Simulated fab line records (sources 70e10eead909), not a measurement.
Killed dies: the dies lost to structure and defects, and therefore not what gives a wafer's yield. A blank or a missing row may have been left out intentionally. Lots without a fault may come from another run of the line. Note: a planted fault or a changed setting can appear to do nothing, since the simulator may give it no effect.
Problem report, 8D (eight disciplines) form, completed by code + flow nand-harc + the parts of the form that need people (team, actions taken, sign-off) are left out

## 1. WHAT WENT WRONG
Mean of killed-dies at NHARC_END_SORT_01: 565 across 3 wafers in 2 lots; on wafers with no fault it is 61 (standard deviation 16). Measured from the usual mean, that is +31 standard deviations.
First seen on wafer L472.5, day 30 13:43, on prober-01. At this step, 6 wafers from 2 lots have a number in the record. Rule for "out", or "out of limits": more than 4 standard deviations from the usual mean. All remaining wafers that have a number are taken as sound.

## 2. WHAT IT IS; WHAT IT IS NOT
| question                    | is                           | is not                                                                  |
|-----------------------------|------------------------------|-------------------------------------------------------------------------|
| which readings at this step | killed-dies, killed-at-array | killed-at-periphery, killed-open, killed-short                          |
| which lots                  | L472, L473                   | -                                                                       |
| which wafers of those lots  | L472.5, L473.1, L473.6       | L472.1, L472.6, L473.3                                                  |
| read on which gauges        | prober-01                    | -                                                                       |
| when                        | from day 30 13:43            | up to then (1 sound wafer); but 2 sound wafers of L472, L473 came after |

## 3. SUSPECTS, AND WHAT RULES EACH OUT
Counting: if a tool at a process step up to the reading ran every lot that is out, it stays a suspect. Sound lots after the first of them don't rule it out here, since some wafers of a struck lot are sound.
- the gauge at NHARC_END_SORT_01: ruled out. All the wafers that are out were read on prober-01, but those of them that NHARC_A_SLIT_ETCH_15 has rows for are out there too, on other tools.
- rie-diel-10 at NHARC_A_SLIT_ETCH_15 (etches the open film in O2/COS, target depth 6200 nm, time 1612 s): kept. It ran every lot that is out, first L472 (day 25 11:16). Its own oes-product-au readings are out on those wafers.
- plasma-asher-01 at NHARC_A_WL_FILL_STRIP_27 (strips in N2/H2, time 20 s): kept. It ran every lot that is out, first L472 (day 26 03:35).
- In rie-diel-10 at NHARC_A_SLIT_ETCH_15, the wafers that are out were processed in chamber 0 and their sound lot-mates in chambers 2, 3.
What counting leaves: rie-diel-10 at NHARC_A_SLIT_ETCH_15 and plasma-asher-01 at NHARC_A_WL_FILL_STRIP_27.

## 4. THE CAUSE (what the simulator had put in)
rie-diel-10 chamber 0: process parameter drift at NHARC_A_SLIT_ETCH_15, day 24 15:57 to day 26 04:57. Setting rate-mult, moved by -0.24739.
This tool is one of the 2 suspects left after counting.

## 5. THE EFFECT CHAIN, in route order
Each row: a reading whose mean over the struck wafers that have a number lies more than 3 standard deviations from the usual. Scope: only readings with a usual standard deviation given in the record; hours: median across lots of the time from each lot's start at the first step in this table that gives one to its start at this step; sigmas: change in usual standard deviations.
| hours | step                 | reading         | usual      | on struck wafers | change | sigmas |
|-------|----------------------|-----------------|------------|------------------|--------|--------|
| 0     | NHARC_A_SLIT_ETCH_15 | oes-product-au  | 1.003 a.u. | 0.847            | -0.156 | -13    |
| 124   | NHARC_END_SORT_01    | killed-at-array | 56         | 559              | +503   | +30    |
| 124   | NHARC_END_SORT_01    | killed-dies     | 61         | 565              | +504   | +31    |
The process steps in it:
- NHARC_A_SLIT_ETCH_15: etches the open film in O2/COS, target depth 6200 nm, time 1612 s.

## 6. HOW IT WOULD HAVE BEEN CAUGHT EARLIER
The first out-of-limits reading at a measuring or inspecting step in this record came at day 30 13:43, 142 hours after the fault's start at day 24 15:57.
Tool's own readings at NHARC_A_SLIT_ETCH_15, oes-product-au: out on all struck wafers the step has rows for; an alarm limit on them would have tripped on the first.
Lots out: 2; all had begun NHARC_A_SLIT_ETCH_15 on rie-diel-10 by day 30 13:43. A hold on the tool at that time would have spared none of them.
